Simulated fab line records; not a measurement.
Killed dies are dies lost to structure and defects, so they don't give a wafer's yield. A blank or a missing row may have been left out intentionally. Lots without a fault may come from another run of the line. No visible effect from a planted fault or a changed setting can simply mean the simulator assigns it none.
Chamber matching -- flow nandHarc -- 4 sister chambers for NHARC_THIN_TSV_CMP_01 on cmp-02
The step polishes. 4 wafers are shown with their chamber, then 7 later ones without.

WAFERS, EACH WITH ITS CHAMBER
wafer,chamber,motorCurrentA (A)
L573.1,2,12.7
L573.6,3,12.3
L572.2,1,14.1
L572.3,0,12.2

WAFERS WITH NO CHAMBER GIVEN
wafer,motorCurrentA (A)
L572.5,14.1
L574.2,11.7
L574.3,11.5
L574.6,14.6
L585.3,13.9
L585.5,14.1
L585.6,11.5

THE CHAMBER EACH PASSED THROUGH
wafer,from the rows above,in truth
L572.5,1,1
L574.2,can't be placed: 0 or 3 or 2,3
L574.3,can't be placed: 0 or 3 or 2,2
L574.6,1,1
L585.3,1,1
L585.5,1,1
L585.6,can't be placed: 0 or 3 or 2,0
Correctly placed: 4 of 7. Not placeable from these rows: 3 (in 3, the candidates include the true chamber). Number placed wrongly: 0.
How it was worked out, from the rows above alone: a wafer's distance from a chamber is the root of the sum, over the readings, of the square of ((its reading less the chamber's mean) divided by the reading's scatter). The wafer belongs to the nearest chamber; if the next one is less than 2 further off, it can't be placed. The mean given for a chamber averages the wafers shown for that chamber. The scatter (one wafer shown for each chamber): square how far every hidden wafer sits from the nearest shown wafer, average those squares and take the square root.
